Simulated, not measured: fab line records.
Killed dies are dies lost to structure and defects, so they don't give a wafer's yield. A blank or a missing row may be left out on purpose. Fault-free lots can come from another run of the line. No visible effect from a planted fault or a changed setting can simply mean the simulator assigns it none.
Which of the tools did it? + flow n5Finfet + 11 lots, 31 wafers sampled, at 7 steps of a route of 1938

== WHAT THE GAUGES READ, wafer by wafer ==
N5_WELL_APT_INSPECT_38: inspects for defects (darkfield).
| lot  | measured    | on               | rawDefectCount |
|------|-------------|------------------|----------------|
| L422 | day 1 23:10 | defectInspect-01 | 17 17 10       |
| L424 | day 2 11:32 | defectInspect-01 | 15 22 10       |
| L429 | day 3 16:39 | defectInspect-01 | 12 10 11       |
| L432 | day 4 13:36 | defectInspect-01 | 11 12 16       |
| L433 | day 4 16:35 | defectInspect-01 | 28 24 23       |
| L434 | day 4 23:25 | defectInspect-01 | 19 18 14       |
| L435 | day 5 05:44 | defectInspect-02 | 10 14 16       |
| L437 | day 5 16:57 | defectInspect-02 | 13 11          |
| L439 | day 6 06:50 | defectInspect-01 | 16 6           |
| L440 | day 6 11:21 | defectInspect-02 | 14 17 13       |
| L442 | day 6 22:39 | defectInspect-01 | 13 20 26       |

N5_PMOS_HMC_CHANNEL_EPI_THK_MEAS_22.
| lot  | measured    | on           | HMC_CMP_THK (nm) |
|------|-------------|--------------|------------------|
| L422 | day 2 01:50 | filmMetro-02 | 52.8 54.7 54.2   |
| L424 | day 2 14:11 | filmMetro-01 | 54.1 53.0 52.2   |
| L429 | day 3 19:26 | filmMetro-01 | 52.6 56.2 52.8   |
| L432 | day 4 16:17 | filmMetro-01 | 52.9 52.6 52.7   |
| L433 | day 4 19:21 | filmMetro-02 | 52.7 52.9 53.7   |
| L434 | day 5 02:59 | filmMetro-01 | 54.1 54.0 53.2   |
| L435 | day 5 08:33 | filmMetro-01 | 52.8 54.0 55.2   |
| L437 | day 5 20:08 | filmMetro-01 | 53.2 53.2        |
| L439 | day 6 10:01 | filmMetro-01 | 54.1 54.4        |
| L440 | day 6 14:01 | filmMetro-01 | 53.8 54.2 52.6   |
| L442 | day 7 01:28 | filmMetro-02 | 56.0 54.4 55.0   |

N5_FIN_SAQP_THK_MEAS_05.
| lot  | measured    | on           | thkNm (nm)     |
|------|-------------|--------------|----------------|
| L422 | day 2 03:05 | filmMetro-01 | 37.5 37.5 38.0 |
| L424 | day 2 15:17 | filmMetro-01 | 37.9 37.9 38.6 |
| L429 | day 3 21:55 | filmMetro-01 | 38.4 38.2 39.5 |
| L432 | day 4 18:39 | filmMetro-01 | 4.0 4.0 3.9    |
| L433 | day 4 20:27 | filmMetro-02 | 4.0 4.0 4.0    |
| L434 | day 5 05:04 | filmMetro-01 | 4.0 4.0 4.0    |
| L435 | day 5 09:55 | filmMetro-01 | 38.0 38.6 38.2 |
| L437 | day 5 22:25 | filmMetro-02 | 38.0 37.8      |
| L439 | day 6 11:08 | filmMetro-02 | 38.2 37.9      |
| L440 | day 6 15:09 | filmMetro-01 | 37.7 37.4 37.8 |
| L442 | day 7 02:35 | filmMetro-01 | 37.6 36.8 37.9 |

N5_FIN_SAQP_THK_MEAS_07.
| lot  | measured    | on           | thkNm (nm)     |
|------|-------------|--------------|----------------|
| L422 | day 2 03:17 | filmMetro-01 | 60.0 58.7 60.6 |
| L424 | day 2 15:30 | filmMetro-02 | 58.6 58.7 60.6 |
| L429 | day 3 22:08 | filmMetro-02 | 61.2 59.4 60.7 |
| L432 | day 4 18:52 | filmMetro-01 | 59.3 60.2 60.7 |
| L433 | day 4 20:40 | filmMetro-02 | 59.2 58.9 59.1 |
| L434 | day 5 05:16 | filmMetro-02 | 59.9 61.1 61.3 |
| L435 | day 5 10:07 | filmMetro-02 | 60.0 60.3 60.4 |
| L437 | day 5 22:37 | filmMetro-02 | 61.3 59.9      |
| L439 | day 6 11:20 | filmMetro-02 | 59.5 59.4      |
| L440 | day 6 15:22 | filmMetro-01 | 59.2 58.1 60.9 |
| L442 | day 7 02:47 | filmMetro-02 | 59.3 59.2 60.1 |

N5_FIN_SAQP_CD_MEAS_31: target cd 8 nm.
| lot  | measured    | on       | cdNm (nm)      |
|------|-------------|----------|----------------|
| L422 | day 2 08:08 | cdSem-02 | 8.36 8.10 8.16 |
| L424 | day 2 20:04 | cdSem-02 | 8.47 8.34 8.08 |
| L429 | day 4 04:00 | cdSem-02 | 8.13 7.66 7.78 |
| L432 | day 5 00:22 | cdSem-03 | - - -          |
| L433 | day 5 02:05 | cdSem-03 | - - -          |
| L434 | day 5 10:35 | cdSem-02 | - - -          |
| L435 | day 5 14:51 | cdSem-03 | 8.14 8.36 8.12 |
| L437 | day 6 03:23 | cdSem-01 | 7.88 8.64      |
| L439 | day 6 15:52 | cdSem-01 | 7.91 7.96      |
| L440 | day 6 21:10 | cdSem-03 | 8.01 8.11 8.28 |
| L442 | day 7 07:19 | cdSem-01 | 8.25 7.88 8.27 |

N5_BEOL_M4_RC_MEAS_101.
| lot  | measured     | on        | DIBL_N (mV/V)  | DIBL_P (mV/V)  | IOFF_N (nA/um) | IOFF_P (nA/um) | ION_N (uA/um) | ION_P (uA/um) | SS_N (mV/dec)  | SS_P (mV/dec)  | VT_N (mV)   | VT_P (mV)      |
|------|--------------|-----------|----------------|----------------|----------------|----------------|---------------|---------------|----------------|----------------|-------------|----------------|
| L422 | day 8 03:50  | prober-01 | 39.8 37.9 39.4 | 37.1 35.5 36.5 | 0.20 0.17 0.19 | 0.26 0.24 0.25 | 678 679 666   | 469 473 460   | 72.1 71.9 72.7 | 73.7 73.5 73.9 | 249 247 247 | -245 -246 -246 |
| L424 | day 8 13:08  | prober-01 | 36.6 34.7 35.2 | 35.8 33.8 33.3 | 0.18 0.14 0.14 | 0.21 0.18 0.17 | 674 670 664   | 458 463 452   | 71.9 71.7 71.7 | 73.5 73.2 72.9 | 249 250 251 | -251 -254 -253 |
| L429 | day 9 17:07  | prober-01 | 35.7 36.0 35.9 | 35.6 36.6 36.8 | 0.16 0.16 0.16 | 0.21 0.23 0.22 | 674 673 673   | 459 462 458   | 71.9 71.8 72.2 | 73.0 73.2 73.3 | 248 250 249 | -252 -249 -250 |
| L435 | day 11 03:21 | prober-01 | 34.3 35.9 36.2 | 34.3 36.8 37.5 | 0.13 0.16 0.17 | 0.17 0.21 0.22 | 644 667 673   | 444 463 458   | 72.1 71.9 72.4 | 73.3 72.9 73.7 | 256 250 246 | -256 -252 -251 |
| L437 | day 12 03:55 | prober-01 | 34.9 40.3      | 32.9 40.3      | 0.12 0.23      | 0.14 0.26      | 655 696       | 446 465       | 71.3 72.1      | 72.5 75.3      | 257 245     | -259 -249      |
| L439 | day 12 11:01 | prober-02 | 34.1 36.6      | 35.0 37.4      | 0.13 0.18      | 0.18 0.21      | 680 669       | 464 456       | 71.4 72.4      | 72.3 73.0      | 249 249     | -251 -252      |
| L440 | day 12 15:39 | prober-01 | 37.1 36.6 35.7 | 38.6 35.5 35.3 | 0.14 0.13 0.12 | 0.21 0.16 0.16 | 657 653 648   | 457 443 447   | 71.7 71.6 71.1 | 74.2 73.5 72.5 | 252 254 255 | -251 -257 -254 |
| L442 | day 13 02:57 | prober-01 | 37.2 33.6 34.7 | 35.3 32.8 33.9 | 0.16 0.12 0.14 | 0.24 0.21 0.21 | 658 666 667   | 456 468 469   | 72.2 70.6 70.3 | 73.5 72.2 72.7 | 251 255 247 | -246 -249 -246 |

== WHICH TOOL RAN EACH LOT (tool, then ch and the chambers of the sampled wafers, then the start) ==
| lot  | N5_FIN_SAQP_HM_DEP_03          |
|------|--------------------------------|
| L422 | pecvd-04 ch 1,2, day 2 02:59   |
| L424 | pecvd-04 ch 0,1,2, day 2 15:13 |
| L429 | pecvd-04 ch 0,2, day 3 21:50   |
| L432 | pecvd-03 ch 0,2, day 4 18:34   |
| L433 | pecvd-04 ch 0,1, day 4 20:22   |
| L434 | pecvd-04 ch 0,1,2, day 5 05:00 |
| L435 | pecvd-04 ch 0,1, day 5 09:50   |
| L437 | pecvd-04 ch 0,1, day 5 22:21   |
| L439 | pecvd-03 ch 0,2, day 6 11:02   |
| L440 | pecvd-04 ch 0,1,2, day 6 15:04 |
| L442 | pecvd-01 ch 0,1,2, day 7 02:29 |
- N5_FIN_SAQP_HM_DEP_03: deposits SiNx from SiH4/NH3/N2, target thk 38 nm, time 33.6 s.

== WHAT THE TOOLS THEMSELVES READ (means of the sampled wafers that have a number; where no wafer has one, the mark that the record gives instead) ==
N5_FIN_SAQP_HM_DEP_03.
| lot  | tool     | chamberPressureTorr (Torr) | heaterPowerOuterW (W) | heaterPowerW (W) | rfFwdPowerW (W) | showerheadPlenumPTorr (Torr) | throttleValvePct (%) |
|------|----------|----------------------------|-----------------------|------------------|-----------------|------------------------------|----------------------|
| L422 | pecvd-04 | 1.496                      | 486                   | 807              | 297.6           | 5.11                         | 39.8                 |
| L424 | pecvd-04 | 1.500                      | 442                   | 738              | 297.1           | 5.11                         | 40.6                 |
| L429 | pecvd-04 | 1.500                      | 471                   | 786              | 298.5           | 5.10                         | 41.6                 |
| L432 | pecvd-03 | -                          | -                     | -                | -               | -                            | -                    |
| L433 | pecvd-04 | -                          | -                     | -                | -               | -                            | -                    |
| L434 | pecvd-04 | -                          | -                     | -                | -               | -                            | -                    |
| L435 | pecvd-04 | 1.497                      | 498                   | 812              | 298.1           | 5.09                         | 41.6                 |
| L437 | pecvd-04 | 1.498                      | 476                   | 773              | 296.8           | 5.09                         | 41.4                 |
| L439 | pecvd-03 | 1.500                      | 455                   | 812              | 296.6           | 5.12                         | 39.3                 |
| L440 | pecvd-04 | 1.500                      | 425                   | 729              | 298.3           | 5.10                         | 40.9                 |
| L442 | pecvd-01 | 1.495                      | 485                   | 813              | 299.4           | 5.13                         | 38.3                 |

== THE ANSWER, worked out from the rows above alone ==
Rule: what is usual is taken from the lots themselves. Put in order of their means at a reading, lots are off if they are a third of the lots or fewer, leave a main group of 4 or more, and stand apart from it by a gap of 3 or more times the standard deviation of the main group's means; of several such gaps the widest counts. Not used: any main group whose means are identical at the precision the tables above print for the reading. Also off: a lot with no number at a reading for which 4 or more lots have one. All remaining lots with rows at the step are treated as sound. The gauges are gone through in route order, then the tools' own readings, and for those a lot's mean is taken as printed above. The first step at which some lot is off is used, and at that step the reading that is off furthest; a lot without a number counts as furthest.
Off: L432, L433, L434, at N5_FIN_SAQP_THK_MEAS_05 (thkNm). For the main group the mean is 38.0 nm and the standard deviation 0.38.
If a tool, at a process step before that reading, ran all the lots that are off and no sound lot after the first of them, it fits. Not tried: the gauges at N5_FIN_SAQP_THK_MEAS_05; whatever is off there is also off at N5_FIN_SAQP_CD_MEAS_31, on other tools, and gauge error can't account for it. No candidate that was tried fits.

== WHAT THE SIMULATOR HAD PUT IN ==
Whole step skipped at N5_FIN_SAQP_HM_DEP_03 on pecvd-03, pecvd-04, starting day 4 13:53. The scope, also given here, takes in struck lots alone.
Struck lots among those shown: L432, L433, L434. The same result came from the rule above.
